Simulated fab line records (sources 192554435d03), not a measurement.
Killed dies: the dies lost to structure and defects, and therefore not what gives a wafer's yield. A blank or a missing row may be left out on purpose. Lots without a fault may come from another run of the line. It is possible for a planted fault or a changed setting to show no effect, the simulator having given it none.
fab line records	flow n5-finfet
record: lots: 6	wafers: 18	last-day: 17
route steps=1938 shown BEOL_M7@1317 PASSIVATION@1936
lots that met no fault: taken from a fault-free run of the same line
start-h: start of the lot's first displayed wafer, in hours after the record's first day	wait-h: time in hours since the lot's previous step	" the same as in the row above	L1.1+2: several wafers, shown together as one row	- no value, or no start given	* or withheld: withheld	< > ~ a bound
route shown NAME@n: a module of which the file shows steps, and the number in the route of the first	usual: average and standard deviation across the fault-free wafers	same: alike in all rows	chamber/n: place in a boat	sites: per-site readings	_std_site: standard deviation of those values	_edge_site: the outer-site mean with the inner-site mean subtracted	radius-mm: for every site, how far away it sits from the centre of the wafer	mask NAME#n: copy n	behind: tool/chamber where the wafer was last shaped	hold: cause of the lot's hold/its duration in hours/its outcome	device: the n, p or np transistor that did not switch	end of line: the tests these same wafers got at the end of their route	step lacking rows: just its recipe	killed: dies that structure and defects cost at the first sort, which is not the same as the wafer's yield	map: the dies of a wafer, with x for killed, . for not killed, _ for no die there
set.NAME: the run value of the setting; set.NAME@STEP: its run value at that earlier step	model.NAME: the simulator's own value behind a step, which no gauge read
lots seen at some steps along the route; tables by step, rows by wafer
services: when a tool's chamber went out of use (start-h, in hours from the record's first day, below 0 if earlier), for how many hours, and the reason
== steps ==
step: N5_BEOL_M7_CURE_75
recipe: temp-c: 370	time-s: 120	ambient: DMADMS/He	material: SiCOH_lowk
usual: lamp-power-pct: 52.31/0.054	wafer_temp_C_max: 371.8/0.65
lot.wafer	tool	chamber	start-h	wait-h	lamp-power-pct	wafer_temp_C_max
L276.2	uv-cure-02	2	246.12	0.1	52.27	371.2
L276.4	"	2	"	"	52.23	371.0
L276.5	"	2	"	"	52.33	371.3
L279.1	uv-cure-02	1	257.63	0.3	52.30	371.3
L279.4	"	1	"	"	52.34	370.9
L279.5	"	1	"	"	52.32	371.1
L286.1	uv-cure-02	2	284.19	0.0	52.27	371.8
L286.4	"	2	"	"	52.37	371.5
L286.5	"	2	"	"	52.36	371.3
L287.3	uv-cure-02	0	309.32	0.3	52.32	372.0
L287.4	"	0	"	"	52.37	372.0
L287.6	"	0	"	"	52.42	372.0
L292.2	uv-cure-02	1	336.34	0.1	52.28	371.2
L292.3	"	1	"	"	52.26	371.5
L292.5	"	1	"	"	52.36	371.2
L291.1	uv-cure-02	1	338.05	0.0	52.30	371.2
L291.3	"	1	"	"	52.33	371.7
L291.4	"	1	"	"	52.24	371.9
step: N5_BEOL_M7_DEGAS_44
recipe: ambient: vacuum	temp-c: 250	time-s: 60
usual: heater-power-w: 322/39
lot.wafer	tool	chamber	start-h	wait-h	heater-power-w
L276.2	pvd-sputter-03	-	246.49	0.3	383
L276.4	"	-	"	"	345
L276.5	"	-	"	"	342
L279.1	pvd-sputter-02	-	258.48	0.8	369
L279.4	"	-	"	"	295
L279.5	"	-	"	"	271
L286.1	pvd-sputter-03	-	284.78	0.5	344
L286.4	"	-	"	"	383
L286.5	"	-	"	"	388
L287.3	pvd-sputter-03	-	309.55	0.2	397
L287.4	"	-	"	"	268
L287.6	"	-	"	"	283
L292.2	pvd-sputter-02	-	336.99	0.6	266
L292.3	"	-	"	"	356
L292.5	"	-	"	"	271
L291.1	pvd-sputter-02	-	338.41	0.3	342
L291.3	"	-	"	"	383
L291.4	"	-	"	"	280
step: N5_BEOL_M7_PRE_CLEAN_45
recipe: gas: H2/He	time-s: 30	temp-c: 250
step: N5_BEOL_M7_ALD_77
recipe: material: TaN	target-thk-a: 20	temp-c: 275	ald-precursor-family: PDMAT	ald-co-reactant: NH3	pressure-torr: 3	carrier-flow-sccm: 1500	pulse-time-s: 2	purge-time-s: 3	co-reactant-purge-time-s: 2	co-reactant-pulse-time-s: 3	ald-cycles: 40	precursor-vessel-temp-c: 75	precursor-vessel-pressure-torr: 26.25	precursor-vessel-carrier-sccm: 1000
usual: heater-power-w: 408/50
lot.wafer	tool	chamber	start-h	wait-h	heater-power-w
L276.2	ald-metal-02	1	246.59	0.0	365
L276.4	"	0	"	"	503
L276.5	"	1	"	"	356
L279.1	ald-metal-04	0	258.58	0.0	479
L279.4	"	1	"	"	442
L279.5	"	3	"	"	398
L286.1	ald-metal-03	2	284.88	0.0	319
L286.4	"	0	"	"	410
L286.5	"	0	"	"	404
L287.3	ald-metal-04	0	309.70	0.1	486
L287.4	"	1	"	"	436
L287.6	"	2	"	"	390
L292.2	ald-metal-03	3	337.10	0.0	446
L292.3	"	1	"	"	395
L292.5	"	0	"	"	417
L291.1	ald-metal-02	3	338.61	0.1	409
L291.3	"	2	"	"	424
L291.4	"	1	"	"	355
step: N5_BEOL_M7_SURFACE_TREAT_79
recipe: gas: Ar	time-s: *	ion-energy-ev: *	ion-current-ma-cm2: 0.5	pressure-mtorr: *	ar-flow-sccm: 30
step: N5_BEOL_M7_CVD_78
recipe: material: Co	target-thk-a: 20	temp-c: withheld	precursor: CCTBA/H2	pressure-torr: 30	time-s: 142.3
step: N5_BEOL_M7_SPUTTER_48
recipe: material: Cu	target-thk-a: 100	temp-c: -20	bias-v: 60	power-w: 26000	chamber-pressure-pa: 0.13	time-s: 1.667
step: N5_BEOL_M7_ECD_50
recipe: material: Cu	target-thk-a: 3000
step: N5_BEOL_M7_ANNEAL_51
recipe: temp-c: 225	time-s: 90	ambient: N2
usual: wafer_temp_C_max: 226.13/0.27
lot.wafer	tool	chamber	start-h	wait-h	wafer_temp_C_max
L276.2	rtp-anneal-02	0	247.72	0.4	226.37
L276.4	"	0	"	"	225.96
L276.5	"	0	"	"	226.38
L279.1	rtp-anneal-02	0	259.51	0.1	225.86
L279.4	"	0	"	"	226.11
L279.5	"	0	"	"	225.74
L286.1	rtp-anneal-02	0	285.77	0.2	225.81
L286.4	"	0	"	"	225.96
L286.5	"	0	"	"	226.26
L287.3	rtp-anneal-01	0	312.18	1.8	226.02
L287.4	"	0	"	"	225.95
L287.6	"	0	"	"	226.17
L292.2	rtp-anneal-01	0	338.47	0.2	226.48
L292.3	"	0	"	"	226.17
L292.5	"	0	"	"	226.43
L291.1	rtp-anneal-01	0	339.38	0.1	225.90
L291.3	"	0	"	"	226.72
L291.4	"	0	"	"	226.48
step: N5_BEOL_M7_CMP_52
recipe: stop-on: SiCOH_lowk	t-overpolish-s: 6.9	down-force-psi: 1	platen-rpm: 50	clearing-platen-down-force-psi: 1.5	clearing-platen-rpm: 50	post-cmp-clean: cu-alkaline	target-thk-nm: 80	clearing-platen-pad-velocity-m-s: 0.99484	pad-velocity-m-s: 0.99484
usual: barrier-field-endpoint-s: 29.1/0.7	motor-current-A: 6.2/0.58	overpolish-run-s: 6.900/0.0088	time-to-endpoint-s: 64/3.3
lot.wafer	tool	chamber	start-h	wait-h	barrier-field-endpoint-s	motor-current-A	overpolish-run-s	time-to-endpoint-s
L276.4	cmp-02	0	248.07	0.2	29.9	5.6	6.910	65
L276.2	"	2	"	"	29.1	6.5	6.903	66
L276.5	"	3	"	"	28.2	5.2	6.904	60
L279.4	cmp-03	1	259.80	0.1	30.2	7.1	6.899	66
L279.1	"	2	"	"	27.8	6.8	6.906	60
L279.5	"	2	"	"	28.2	6.8	6.917	60
L286.1	cmp-02	3	286.12	0.3	29.5	5.8	6.900	64
L286.4	"	0	"	"	29.8	5.9	6.902	69
L286.5	"	3	"	"	29.7	5.6	6.905	64
L287.3	cmp-03	1	312.39	0.2	28.6	7.0	6.899	66
L287.4	"	3	"	"	28.6	6.8	6.886	66
L287.6	"	1	"	"	29.7	7.1	6.889	66
L292.2	cmp-02	0	338.84	0.3	28.9	5.9	6.879	65
L292.3	"	2	"	"	29.1	6.2	6.893	69
L292.5	"	3	"	"	28.5	5.2	6.894	62
L291.3	cmp-02	2	339.68	0.2	29.8	6.5	6.900	70
L291.4	"	0	"	"	28.9	5.8	6.889	61
L291.1	"	1	"	"	29.5	6.0	6.913	64
step: N5_BEOL_M7_THK_MEAS_53
recipe: thk-meas-gauge: xrf	reads: Cu_of_BEOL_M7_ECD_50
usual: M7_THK: 79.8/2.4
lot.wafer	tool	chamber	start-h	wait-h	M7_THK[nm]
L276.2	film-metro-02	-	248.32	-	83.7
L276.4	"	-	"	"	83.4
L276.5	"	-	"	"	81.4
L279.1	film-metro-01	-	260.10	-	77.5
L279.4	"	-	"	"	78.2
L279.5	"	-	"	"	76.7
L286.1	film-metro-02	-	286.38	-	77.1
L286.4	"	-	"	"	79.0
L286.5	"	-	"	"	77.2
L287.3	film-metro-02	-	312.69	-	82.8
L287.4	"	-	"	"	81.7
L287.6	"	-	"	"	84.0
L292.2	film-metro-01	-	339.10	-	83.6
L292.3	"	-	"	"	83.8
L292.5	"	-	"	"	80.2
L291.1	film-metro-01	-	339.97	-	79.9
L291.3	"	-	"	"	76.9
L291.4	"	-	"	"	80.5
step: N5_BEOL_M7_PRE_CLEAN_55
recipe: gas: NH3	time-s: 15	temp-c: withheld	rf-power-w: 300
step: N5_BEOL_M7_DEP_56
recipe: material: SiCN	target-thk-a: 100	temp-c: withheld	precursor: 3MS/NH3	pressure-torr: 3	rf-w: 202	time-s: 17.5
usual: showerhead-plenum-p-Torr: 3.668/0.011	throttle-valve-pct: 9.2/0.48
lot.wafer	tool	chamber	start-h	wait-h	showerhead-plenum-p-Torr	throttle-valve-pct	model.SiCN_of_BEOL_M7_DEP_56.thk-nm
L276.2	pecvd-01	0	248.39	0.0	3.659	9.3	9.8
L276.4	"	0	"	"	3.659	9.6	10
L276.5	"	1	"	"	3.666	8.8	10
L279.1	pecvd-02	2	260.16	0.0	3.686	8.5	10
L279.4	"	2	"	"	3.668	8.7	10
L279.5	"	0	"	"	3.680	8.8	10.4
L286.1	pecvd-02	2	286.44	0.0	3.685	8.6	10
L286.4	"	1	"	"	3.663	9.8	8.8
L286.5	"	2	"	"	3.690	8.5	8.6
L287.3	pecvd-02	0	312.75	0.0	3.685	8.8	8.8
L287.4	"	1	"	"	3.663	9.7	8.6
L287.6	"	0	"	"	3.682	8.6	10
L292.2	pecvd-03	2	339.16	0.0	3.665	8.6	10
L292.3	"	0	"	"	3.670	10.0	9.8
L292.5	"	1	"	"	3.675	9.2	10
L291.1	pecvd-01	1	340.04	0.0	3.665	8.7	9.6
L291.3	"	0	"	"	3.656	9.4	9.8
L291.4	"	1	"	"	3.666	8.7	9.8
step: N5_BEOL_M7_RS_MEAS_57
recipe: thk-meas-gauge: four-point-probe	reads: Cu_of_BEOL_M7_ECD_50+Co_of_BEOL_M7_CVD_78+TaN_of_BEOL_M7_ALD_77
usual: M7_RS: 0.285/0.009
lot.wafer	tool	chamber	start-h	wait-h	M7_RS[ohm/sq]
L276.2	film-metro-02	-	248.46	0.1	0.273
L276.4	"	-	"	"	0.273
L276.5	"	-	"	"	0.280
L279.1	film-metro-02	-	260.23	0.1	0.297
L279.4	"	-	"	"	0.294
L279.5	"	-	"	"	0.300
L286.1	film-metro-01	-	286.51	0.1	0.299
L286.4	"	-	"	"	0.290
L286.5	"	-	"	"	0.296
L287.3	film-metro-02	-	312.82	0.1	0.274
L287.4	"	-	"	"	0.279
L287.6	"	-	"	"	0.270
L292.2	film-metro-02	-	339.23	0.1	0.270
L292.3	"	-	"	"	0.268
L292.5	"	-	"	"	0.283
L291.1	film-metro-02	-	340.11	0.1	0.286
L291.3	"	-	"	"	0.296
L291.4	"	-	"	"	0.282
step: N5_PASSIVATION_PROBE_49
usual: defect-limited-yield: 91.4/1.5	killed_at_M0_to_M3: 34/12	killed_at_M4_up: 12/4.9	killed-at-contacts: 13/7.2	killed-at-front-end: 39/12	killed-at-other: 3.7/2.9	killed-dies: 101/18	killed-open: 67/14	killed-short: 33/7.2	sort_bin_4_leakage: 0.00/0.022	sort_bin_5_function: 5.1/0.97	sort_bin_6_memory: 3.2/0.67	sort-n-pass: 1079/17	sort-yield-pct: 91.4/1.5
same: gross-dies: 1180	killed-at-back-side: 0	sort_bin_8_speed[%]: 0
lot.wafer	tool	chamber	start-h	wait-h	defect-limited-yield[%]	killed_at_M0_to_M3	killed_at_M4_up	killed-at-contacts	killed-at-front-end	killed-at-other	killed-dies	killed-open	killed-short	sort_bin_4_leakage[%]	sort_bin_5_function[%]	sort_bin_6_memory[%]	sort-n-pass	sort-yield-pct[%]
L276.2	prober-02	-	321.73	0.1	88.7	30	21	17	60	5	133	94	39	0	7.2	3.7	1047	88.7
L276.4	prober-02	-	321.83	0.2	89.8	30	10	21	56	3	120	77	42	0	6.6	3.3	1060	89.8
L276.5	prober-02	-	321.88	0.2	88.7	31	18	17	61	6	133	87	45	0	7.0	3.8	1047	88.7
L279.1	prober-01	-	339.01	0.0	88.3	40	14	25	48	11	138	93	45	0	6.8	4.3	1042	88.3
L279.4	prober-01	-	339.16	0.2	90.7	30	10	3	63	4	110	71	35	0	5.5	3.3	1070	90.7
L279.5	prober-01	-	339.21	0.2	90.7	29	16	13	43	9	110	69	41	0	6.2	2.9	1070	90.7
L286.1	prober-01	-	363.44	0.0	91.5	47	11	4	37	1	100	70	28	0	4.9	3.5	1080	91.5
L286.4	prober-01	-	363.59	0.2	90.5	53	11	10	33	5	112	66	43	0	5.7	3.4	1068	90.5
L286.5	prober-01	-	363.64	0.2	93.4	37	8	0	28	5	78	54	21	0	3.1	3.3	1102	93.4
L291.1	prober-01	-	410.95	0.0	92.5	32	1	14	37	4	88	55	32	0	4.4	3.0	1092	92.5
L291.3	prober-01	-	411.05	0.1	91.0	41	7	20	35	3	106	71	32	0	5.3	3.1	1074	91.0
L291.4	prober-01	-	411.10	0.2	92.0	28	7	21	32	6	94	62	32	0	4.4	3.3	1086	92.0
L292.2	prober-02	-	412.48	0.1	91.0	25	8	26	38	9	106	57	47	0	5.2	3.5	1074	91.0
L292.3	prober-02	-	412.53	0.1	91.2	32	8	22	37	5	104	70	34	0	4.9	3.6	1076	91.2
L292.5	prober-02	-	412.63	0.2	90.5	36	3	28	35	10	112	81	31	0	5.6	3.7	1068	90.5
killed by level:class
L276.2 FIN_SAQP:geometric-particle:open=24 MOL_CONTACT_COAG:geometric-particle:open=14 BEOL_M4:geometric-particle:open=9 GATE_CUT:geometric-particle:short=8 BEOL_M0_SAQP:geometric-particle:open=7 BEOL_M3:geometric-particle:open=7 BEOL_M0_SAQP:geometric-particle:short=6 BEOL_M2:geometric-particle:open=6
L276.4 FIN_SAQP:geometric-particle:open=19 MOL_CONTACT_COAG:geometric-particle:open=16 FIN_SAQP:geometric-particle:short=14 BEOL_M0_SAQP:geometric-particle:short=10 BEOL_M0_SAQP:geometric-particle:open=7 STI_FIN_REVEAL:geometric-particle:open=6 MOL_CONTACT_COAG:geometric-particle:short=5 BEOL_M3:geometric-particle:open=5
L276.5 STI_FIN_REVEAL:geometric-particle:open=14 MOL_CONTACT_COAG:geometric-particle:open=13 FIN_SAQP:geometric-particle:short=12 BEOL_M2:geometric-particle:open=11 FIN_SAQP:geometric-particle:open=8 DUMMY_GATE:geometric-particle:open=7 BEOL_M4:geometric-particle:short=6 BEOL_M0_SAQP:geometric-particle:short=5
L279.1 MOL_CONTACT_COAG:geometric-particle:open=17 BEOL_M0_SAQP:geometric-particle:open=16 BEOL_M0_SAQP:geometric-particle:short=13 FIN_SAQP:geometric-particle:open=9 DUMMY_GATE:geometric-particle:open=9 BEOL_M4:geometric-particle:open=9 MOL_CONTACT_COAG:geometric-particle:short=8 STI_FIN_REVEAL:geometric-particle:open=6
L279.4 FIN_SAQP:geometric-particle:short=15 FIN_SAQP:geometric-particle:open=13 BEOL_M0_SAQP:geometric-particle:open=8 GATE_CUT:geometric-particle:open=7 ILD0:geometric-particle:open=5 GATE_CUT:geometric-particle:short=5 BEOL_M0_SAQP:geometric-particle:short=5 BEOL_M1:geometric-particle:open=5
L279.5 MOL_CONTACT_COAG:geometric-particle:open=12 STI_FIN_REVEAL:geometric-particle:open=10 FIN_SAQP:geometric-particle:short=7 BEOL_M0_SAQP:geometric-particle:open=7 BEOL_M3:geometric-particle:open=6 FIN_SAQP:geometric-particle:open=5 BEOL_M0_SAQP:geometric-particle:short=5 BEOL_M1:geometric-particle:open=5
L286.1 BEOL_M1:geometric-particle:open=15 STI_FIN_REVEAL:geometric-particle:open=12 FIN_SAQP:geometric-particle:open=10 BEOL_M0_SAQP:geometric-particle:open=8 BEOL_M0_SAQP:geometric-particle:short=6 BEOL_M2:geometric-particle:short=6 BEOL_M3:geometric-particle:open=5 BEOL_M5:geometric-particle:open=4
L286.4 BEOL_M0_SAQP:geometric-particle:short=12 BEOL_M2:geometric-particle:open=10 STI_FIN_REVEAL:geometric-particle:open=9 BEOL_M0_SAQP:geometric-particle:open=8 BEOL_M1:geometric-particle:short=8 BEOL_M1:geometric-particle:open=8 MOL_CONTACT_COAG:geometric-particle:open=7 FIN_SAQP:geometric-particle:short=6
L286.5 STI_FIN_REVEAL:geometric-particle:open=10 BEOL_M0_SAQP:geometric-particle:open=10 BEOL_M3:geometric-particle:open=6 BEOL_M0_SAQP:geometric-particle:short=4 BEOL_M0:geometric-particle:open=4 BEOL_M1:geometric-particle:open=4 BEOL_M2:geometric-particle:open=4 STARTING-WAFER:geometric-particle:short=4
L291.1 FIN_SAQP:geometric-particle:open=13 MOL_CONTACT_COAG:geometric-particle:open=11 BEOL_M0_SAQP:geometric-particle:short=8 BEOL_M0_SAQP:geometric-particle:open=8 FIN_SAQP:geometric-particle:short=7 STI_FIN_REVEAL:geometric-particle:open=7 BEOL_M1:geometric-particle:short=5 BEOL_M3:geometric-particle:open=5
L291.3 MOL_CONTACT_COAG:geometric-particle:open=17 STI_FIN_REVEAL:geometric-particle:open=14 BEOL_M1:geometric-particle:open=8 BEOL_M0_SAQP:geometric-particle:short=7 BEOL_M2:geometric-particle:open=7 BEOL_M0_SAQP:geometric-particle:open=6 BEOL_M3:geometric-particle:open=5 STI_FIN_REVEAL:geometric-particle:short=4
L291.4 MOL_CONTACT_COAG:geometric-particle:open=16 BEOL_M3:geometric-particle:open=7 FIN_SAQP:geometric-particle:short=6 STI_FIN_REVEAL:geometric-particle:open=6 FIN_SAQP:geometric-particle:open=5 DUMMY_GATE:geometric-particle:open=5 MOL_CONTACT_COAG:geometric-particle:short=5 BEOL_M1:geometric-particle:open=5
L292.2 MOL_CONTACT_COAG:geometric-particle:open=22 FIN_SAQP:geometric-particle:short=12 BEOL_M0_SAQP:geometric-particle:short=7 FIN_SAQP:geometric-particle:open=6 STI_FIN_REVEAL:geometric-particle:open=6 BEOL_M0_SAQP:geometric-particle:open=5 GATE_CUT:geometric-particle:short=4 MOL_CONTACT_COAG:geometric-particle:short=4
L292.3 MOL_CONTACT_COAG:geometric-particle:open=17 FIN_SAQP:geometric-particle:short=16 BEOL_M0_SAQP:geometric-particle:open=14 BEOL_M3:geometric-particle:open=6 STI_FIN_REVEAL:geometric-particle:open=5 MOL_CONTACT_COAG:geometric-particle:short=5 BEOL_M0_SAQP:geometric-particle:short=5 BEOL_M1:geometric-particle:open=5
L292.5 MOL_CONTACT_COAG:geometric-particle:open=23 BEOL_M0_SAQP:geometric-particle:open=13 STI_FIN_REVEAL:geometric-particle:open=12 BEOL_M1:geometric-particle:open=6 MOL_CONTACT_COAG:geometric-particle:short=5 BEOL_M0_SAQP:geometric-particle:short=5 FIN_SAQP:geometric-particle:open=4 STARTING-WAFER:geometric-particle:open=4
== services ==
tool	chamber	start-h	hours	kind
pecvd-03	1	230.40	2.1	scheduled-down
uv-cure-02	-	232.28	6.0	pm
ald-metal-04	-	242.66	2.8	pm
cmp-02	-	244.99	0.4	repair
cmp-03	-	245.88	0.4	repair
pecvd-01	1	285.45	3.6	repair
pecvd-03	-	288.28	0.2	repair
pecvd-02	1	297.77	2.1	scheduled-down
cmp-02	-	300.87	5.9	repair
pecvd-01	2	301.67	5.5	scheduled-down
pecvd-03	-	308.06	5.5	pm
pecvd-02	-	314.19	0.9	repair
pecvd-03	0	320.82	12.4	repair
ald-metal-03	-	322.57	8.7	pm
ald-metal-02	1	330.25	8.2	repair
ald-metal-03	-	337.36	14.0	pm
ald-metal-03	0	337.36	14.0	vent-cycle
ald-metal-03	1	337.36	14.0	vent-cycle
ald-metal-03	2	337.36	14.0	vent-cycle
ald-metal-03	3	337.36	14.0	vent-cycle
== key ==
first-sign none at tools or gauges
model-effect: step: N5_BEOL_M7_DEP_56	value: SiCN_of_BEOL_M7_DEP_56.thk-nm	without: 10.15	struck: 8.7
met-at N5_BEOL_M7_DEP_56
struck-wafers L286.4,L286.5,L287.3,L287.4
onset-between 260.16 286.44
fault: kind: process-parameter-drift	tool: pecvd-02	chamber: -	onset-h: 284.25	steps: N5_BEOL_M7_DEP_56	channel: time-s	offset: *	shape: step	end-h: 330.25	scope: struck-wafers-only	acts-in: *	stated: *
